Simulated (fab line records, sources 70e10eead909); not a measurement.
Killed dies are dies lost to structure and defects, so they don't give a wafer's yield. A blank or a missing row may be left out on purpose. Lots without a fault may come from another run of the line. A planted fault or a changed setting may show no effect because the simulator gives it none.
Chamber matching | flow nand_harc | NHARC_P_BONDPAD_ACTIVATE_29 on rie_diel-07: 4 sister chambers
The step chemistry N2, time 60 s. 8 wafers are shown with their chamber, then 12 later ones without.

WAFERS WITH THEIR CHAMBER
wafer  | chamber | drypump_motor_current_A (A) | oes_product_au (a.u.)
L084.2 | 2       | 5.8                         | 0.995
L084.6 | 0       | 5.2                         | 0.996
L086.1 | 3       | 5.8                         | 1.008
L086.5 | 0       | 5.2                         | 1.004
L089.5 | 2       | 5.8                         | 0.985
L088.2 | 3       | 5.7                         | 1.001
L088.3 | 1       | 6.5                         | 0.994
L088.5 | 1       | 6.6                         | 1.007

WAFERS WITHOUT THEIR CHAMBER
wafer  | drypump_motor_current_A (A) | oes_product_au (a.u.)
L091.2 | 6.5                         | 1.006
L091.4 | 5.8                         | 0.979
L091.6 | 5.2                         | 1.000
L092.1 | 5.8                         | 0.965
L092.2 | 6.5                         | 0.992
L092.4 | 5.2                         | 0.994
L094.1 | 6.5                         | 0.999
L094.4 | 5.8                         | 0.977
L094.5 | 5.2                         | 1.010
L096.1 | 5.8                         | 1.003
L096.3 | 6.5                         | 0.987
L096.4 | 5.2                         | 1.002

WHICH CHAMBER EACH WENT THROUGH
wafer  | from the rows above     | in truth
L091.2 | 1                       | 1
L091.4 | 2                       | 2
L091.6 | 0                       | 0
L092.1 | 2                       | 2
L092.2 | 1                       | 1
L092.4 | 0                       | 0
L094.1 | 1                       | 1
L094.4 | 2                       | 2
L094.5 | 0                       | 0
L096.1 | can't be placed: 3 or 2 | 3
L096.3 | 1                       | 1
L096.4 | 0                       | 0
Placed correctly: 11 of 12. Can't be placed from these rows: 1 (the true chamber is among the candidates in 1). Placed wrongly: 0.
How it was worked out, from the rows above alone: a wafer's distance from a chamber is the root of the sum, over the readings, of the square of ((its reading less the chamber's mean) divided by the reading's scatter). The wafer belongs to the nearest chamber; if the next one is less than 2 further off, it can't be placed. A chamber's mean is the mean of its shown wafers. The scatter: the root of (the sum of the squares of (reading less its chamber's mean) over the shown wafers, divided by (wafers less chambers)).
